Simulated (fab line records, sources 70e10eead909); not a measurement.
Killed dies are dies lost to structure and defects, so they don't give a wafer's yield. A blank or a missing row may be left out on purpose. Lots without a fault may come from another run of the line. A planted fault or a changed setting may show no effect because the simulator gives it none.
Chamber matching | flow nand_harc | NHARC_A_M1_STRIP_18 on rie_diel-01: 4 sister chambers
The step strips in N2/H2. 14 wafers are shown with their chamber, then 7 later ones without.

WAFERS WITH THEIR CHAMBER
wafer  | chamber | showerhead_plenum_p_Torr (Torr) | drypump_motor_current_A (A) | rf_vpp_V (V)
L074.1 | 1       | 1.91                            | 5.1                         | 89.7
L074.2 | 0       | 2.01                            | 5.1                         | 90.7
L074.5 | 1       | 1.91                            | 5.2                         | 90.0
L077.3 | 2       | 2.07                            | 5.7                         | 91.2
L077.4 | 3       | 1.96                            | 5.4                         | 91.1
L077.5 | 1       | 1.90                            | 5.2                         | 90.5
L080.2 | 1       | 1.91                            | 5.2                         | 90.6
L080.4 | 0       | 2.01                            | 5.1                         | 91.7
L080.6 | 2       | 2.07                            | 5.7                         | 91.1
L084.2 | 0       | 2.01                            | 5.1                         | 89.5
L084.5 | 0       | 2.01                            | 5.1                         | 91.6
L084.6 | 1       | 1.91                            | 5.2                         | 89.5
L089.1 | 3       | 1.96                            | 5.3                         | 89.9
L089.2 | 2       | 2.07                            | 5.7                         | 91.4

SIGNATURES (means of the wafers above)
reading                  | chamber 0 | chamber 1 | chamber 2 | chamber 3 | scatter within a chamber
showerhead_plenum_p_Torr | 2.0100    | 1.9080    | 2.0700    | 1.9600    | 0.00283
drypump_motor_current_A  | 5.100     | 5.180     | 5.700     | 5.350     | 0.0361
rf_vpp_V                 | 90.875    | 90.060    | 91.233    | 90.500    | 0.695
Rule: a wafer's distance from a chamber is the root of the sum, over the readings, of the square of ((its reading less the chamber's mean) divided by the reading's scatter). The wafer belongs to the nearest chamber; if the next one is less than 2 further off, it can't be placed. The scatter: the root of (the sum of the squares of (reading less its chamber's mean) over the shown wafers, divided by (wafers less chambers)).

WAFERS WITHOUT THEIR CHAMBER
wafer  | showerhead_plenum_p_Torr (Torr) | drypump_motor_current_A (A) | rf_vpp_V (V)
L089.3 | 2.01                            | 5.1                         | 90.4
L092.1 | 2.07                            | 5.7                         | 90.9
L092.5 | 2.07                            | 5.7                         | 91.6
L092.6 | 1.90                            | 5.1                         | 89.1
L091.2 | 1.90                            | 5.1                         | 90.4
L091.4 | 2.07                            | 5.7                         | 92.4
L091.5 | 2.01                            | 5.1                         | 90.0

WHICH CHAMBER EACH WENT THROUGH
wafer  | from the rows above | in truth
L089.3 | 0                   | 0
L092.1 | 2                   | 2
L092.5 | 2                   | 2
L092.6 | 1                   | 1
L091.2 | 1                   | 1
L091.4 | 2                   | 2
L091.5 | 0                   | 0
Placed correctly: 7 of 7. Can't be placed from these rows: 0. Placed wrongly: 0.
